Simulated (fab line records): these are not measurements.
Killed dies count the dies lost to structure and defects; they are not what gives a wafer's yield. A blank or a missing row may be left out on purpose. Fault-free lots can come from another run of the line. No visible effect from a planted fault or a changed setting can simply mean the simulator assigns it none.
Split-lot study || flow n5-finfet || 7 lots, 21 wafers read, on a route of 1938 steps

## ABOUT THE SPLIT
At N5_BEOL_M4_ETCH_64 (etches SOC in N2/H2, target depth 75 nm, overetch 22.5 nm, time 121.9 s), the setting bias-w was moved away from the recipe's 150 W on 5 of the 21 wafers read, by -17.1% to +9.7%. This setting was run at the recipe's value on the other wafers.

The reading comes from the split's own step.

## THE READING
rf-vpp-V, in V, at N5_BEOL_M4_ETCH_64 (etches SOC in N2/H2, target depth 75 nm, overetch 22.5 nm, time 121.9 s). On this fab line, fault-free wafers typically give 523.7 V with a standard deviation of 2 V.

{"wafer": "L077.2", "tool, chamber at the split": "rie-diel-01, 2", "bias-w as run, W": 150, "against the recipe": "recipe", "rf-vpp-V, V": 525.3, "against lot-mates on the recipe": "-"}
{"wafer": "L077.4", "tool, chamber at the split": "rie-diel-01, 3", "bias-w as run, W": 150, "against the recipe": "recipe", "rf-vpp-V, V": 523.5, "against lot-mates on the recipe": "-"}
{"wafer": "L077.6", "tool, chamber at the split": "rie-diel-01, 3", "bias-w as run, W": 150, "against the recipe": "recipe", "rf-vpp-V, V": 524.3, "against lot-mates on the recipe": "-"}
{"wafer": "L081.1", "tool, chamber at the split": "rie-diel-06, 3", "bias-w as run, W": 124.4, "against the recipe": "-17.1%", "rf-vpp-V, V": 461.3, "against lot-mates on the recipe": -62.8}
{"wafer": "L081.2", "tool, chamber at the split": "rie-diel-06, 0", "bias-w as run, W": 150, "against the recipe": "recipe", "rf-vpp-V, V": 525.2, "against lot-mates on the recipe": "-"}
{"wafer": "L081.3", "tool, chamber at the split": "rie-diel-06, 1", "bias-w as run, W": 150, "against the recipe": "recipe", "rf-vpp-V, V": 523.0, "against lot-mates on the recipe": "-"}
{"wafer": "L087.1", "tool, chamber at the split": "rie-diel-01, 0", "bias-w as run, W": 164.5, "against the recipe": "+9.7%", "rf-vpp-V, V": 554.5, "against lot-mates on the recipe": "+30.1"}
{"wafer": "L087.3", "tool, chamber at the split": "rie-diel-01, 3", "bias-w as run, W": 150, "against the recipe": "recipe", "rf-vpp-V, V": 524.4, "against lot-mates on the recipe": "-"}
{"wafer": "L087.6", "tool, chamber at the split": "rie-diel-01, 2", "bias-w as run, W": 164.5, "against the recipe": "+9.7%", "rf-vpp-V, V": 555.7, "against lot-mates on the recipe": "+31.3"}
{"wafer": "L088.3", "tool, chamber at the split": "rie-diel-06, 2", "bias-w as run, W": 150, "against the recipe": "recipe", "rf-vpp-V, V": 526.6, "against lot-mates on the recipe": "-"}
{"wafer": "L088.4", "tool, chamber at the split": "rie-diel-06, 3", "bias-w as run, W": 150, "against the recipe": "recipe", "rf-vpp-V, V": 519.1, "against lot-mates on the recipe": "-"}
{"wafer": "L088.5", "tool, chamber at the split": "rie-diel-06, 2", "bias-w as run, W": 150, "against the recipe": "recipe", "rf-vpp-V, V": 525.3, "against lot-mates on the recipe": "-"}
{"wafer": "L089.2", "tool, chamber at the split": "rie-diel-01, 2", "bias-w as run, W": 150, "against the recipe": "recipe", "rf-vpp-V, V": 523.6, "against lot-mates on the recipe": "-"}
{"wafer": "L089.3", "tool, chamber at the split": "rie-diel-01, 1", "bias-w as run, W": 150, "against the recipe": "recipe", "rf-vpp-V, V": 525.6, "against lot-mates on the recipe": "-"}
{"wafer": "L089.4", "tool, chamber at the split": "rie-diel-01, 0", "bias-w as run, W": 150, "against the recipe": "recipe", "rf-vpp-V, V": 522.9, "against lot-mates on the recipe": "-"}
{"wafer": "L094.2", "tool, chamber at the split": "rie-diel-02, 0", "bias-w as run, W": 150, "against the recipe": "recipe", "rf-vpp-V, V": 519.5, "against lot-mates on the recipe": "-"}
{"wafer": "L094.5", "tool, chamber at the split": "rie-diel-02, 2", "bias-w as run, W": 150, "against the recipe": "recipe", "rf-vpp-V, V": 519.9, "against lot-mates on the recipe": "-"}
{"wafer": "L094.6", "tool, chamber at the split": "rie-diel-02, 1", "bias-w as run, W": 150, "against the recipe": "recipe", "rf-vpp-V, V": 523.3, "against lot-mates on the recipe": "-"}
{"wafer": "L097.1", "tool, chamber at the split": "rie-diel-01, 3", "bias-w as run, W": 150, "against the recipe": "recipe", "rf-vpp-V, V": 523.2, "against lot-mates on the recipe": "-"}
{"wafer": "L097.2", "tool, chamber at the split": "rie-diel-01, 0", "bias-w as run, W": 141, "against the recipe": "-6.0%", "rf-vpp-V, V": 503.5, "against lot-mates on the recipe": -19.7}
{"wafer": "L097.3", "tool, chamber at the split": "rie-diel-01, 1", "bias-w as run, W": 141, "against the recipe": "-6.0%", "rf-vpp-V, V": 503.8, "against lot-mates on the recipe": -19.4}

THE FIT
A straight line over all 21 wafers: rf-vpp-V changes by +3.47 V for each +1% of bias-w; r = +0.99; the points scatter about the line by 2.2 V.
The same after taking each lot's own level away (the mean of its wafers on the recipe; 21 wafers): +3.45 V for each +1%; r = +0.99; scatter 2 V.
On that fit, the largest move of bias-w shifts the reading by 59 V.
From 520.90 to 524.40 V: that is the span of the lots' own levels, equal to 1.8 times the standard deviation above.
Consequently the slope shifts little with the lot-to-lot level, the two slopes agreeing.
Check: with one of the wafers moved furthest among these (-17.1%) left out of the fit, the line predicts -54.7 V for it against its lot-mates. It came out at -62.8 V against them.
Tool readings at the split's step, against how far the setting was moved: rf-vpp-V r = +0.99.

## OTHER SPLITS APPLIED TO THESE WAFERS
These wafers also went through other splits before the reading. Each is held against what the fit with the lots' levels taken away leaves over:
{"other split on the same wafers": "N5_BEOL_M1_COAT_05 spin-rpm", "wafers away from the commonest value": 8, "r with rf-vpp-V (lot level and that fit taken away)": "+0.20"}
{"other split on the same wafers": "N5_BEOL_M3_COAT_67 spin-rpm", "wafers away from the commonest value": 9, "r with rf-vpp-V (lot level and that fit taken away)": "+0.02"}
{"other split on the same wafers": "N5_BEOL_M3_EXPOSE_25 dose-mj", "wafers away from the commonest value": 5, "r with rf-vpp-V (lot level and that fit taken away)": -0.08}

## THE FILE'S OWN FIT
rf-vpp-V changes by +3.53 V for each +1% of bias-w, r = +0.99.
